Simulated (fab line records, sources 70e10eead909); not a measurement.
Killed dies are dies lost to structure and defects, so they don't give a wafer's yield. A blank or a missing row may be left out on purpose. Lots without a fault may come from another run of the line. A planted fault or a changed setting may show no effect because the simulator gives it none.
Which tool did it? | flow nand_harc | 12 lots, 36 wafers sampled, at 2 steps of a route of 1159

WHAT THE GAUGES READ, wafer by wafer
NHARC_P_GATE_CD_MEAS_26: target cd 120 nm.
lot  | measured     | on        | cd_nm (nm)
L075 | day 4 22:39  | cd_sem-02 | 120.2 120.5 120.3
L077 | day 5 08:14  | cd_sem-02 | 119.8 119.9 120.8
L079 | day 5 21:41  | cd_sem-03 | 118.4 120.2 120.1
L081 | day 6 15:26  | cd_sem-01 | 120.2 120.0 120.3
L083 | day 6 16:14  | cd_sem-03 | 121.2 121.4 121.2
L085 | day 7 08:41  | cd_sem-02 | 119.5 120.1 119.7
L087 | day 8 00:26  | cd_sem-02 | 119.8 120.9 120.8
L089 | day 8 06:52  | cd_sem-01 | 120.3 120.1 119.4
L091 | day 8 14:47  | cd_sem-02 | 121.3 120.7 121.5
L093 | day 9 05:21  | cd_sem-02 | 120.5 120.8 120.0
L095 | day 9 18:45  | cd_sem-01 | 120.7 120.0 119.3
L097 | day 10 05:28 | cd_sem-03 | 120.4 120.4 119.8

WHICH TOOL RAN EACH LOT (tool, then ch and the chambers of the sampled wafers, then the start)
lot  | NHARC_P_ZERO_WELL_DESCUM_13
L075 | rie_diel-03 ch 0,1,3, day 1 19:16
L077 | rie_diel-06 ch 0,2,3, day 2 07:25
L079 | rie_diel-12 ch 1,2,3, day 2 19:24
L081 | rie_diel-12 ch 1,2,3, day 3 07:25
L083 | rie_diel-03 ch 0,3, day 3 19:17
L085 | rie_diel-12 ch 1,2,3, day 4 07:18
L087 | rie_diel-12 ch 1,3, day 4 19:25
L089 | rie_diel-12 ch 1,2, day 5 07:16
L091 | rie_diel-06 ch 0,1,3, day 5 19:17
L093 | rie_diel-06 ch 0,3, day 6 07:17
L095 | rie_diel-03 ch 1,3, day 6 19:28
L097 | rie_diel-12 ch 1,2,3, day 7 07:28
- NHARC_P_ZERO_WELL_DESCUM_13: chemistry O2, time 3 s.

THE ANSWER, worked out from the rows above alone
Rule: what is usual is taken from the lots themselves. Put in order of their means at a reading, lots are off if they are a third of the lots or fewer, leave a main group of 4 or more, and stand apart from it by a gap of 3 or more times the standard deviation of the main group's means; of several such gaps the widest counts. A main group whose means are all the same, to the digits that the tables above print for the reading, isn't used. A lot without any number at a reading at which 4 lots or more have one is off too. The other lots that the step has rows for count as sound.
No lot is off at any reading shown: from this, nothing can be told.

WHAT THE SIMULATOR HAD PUT IN
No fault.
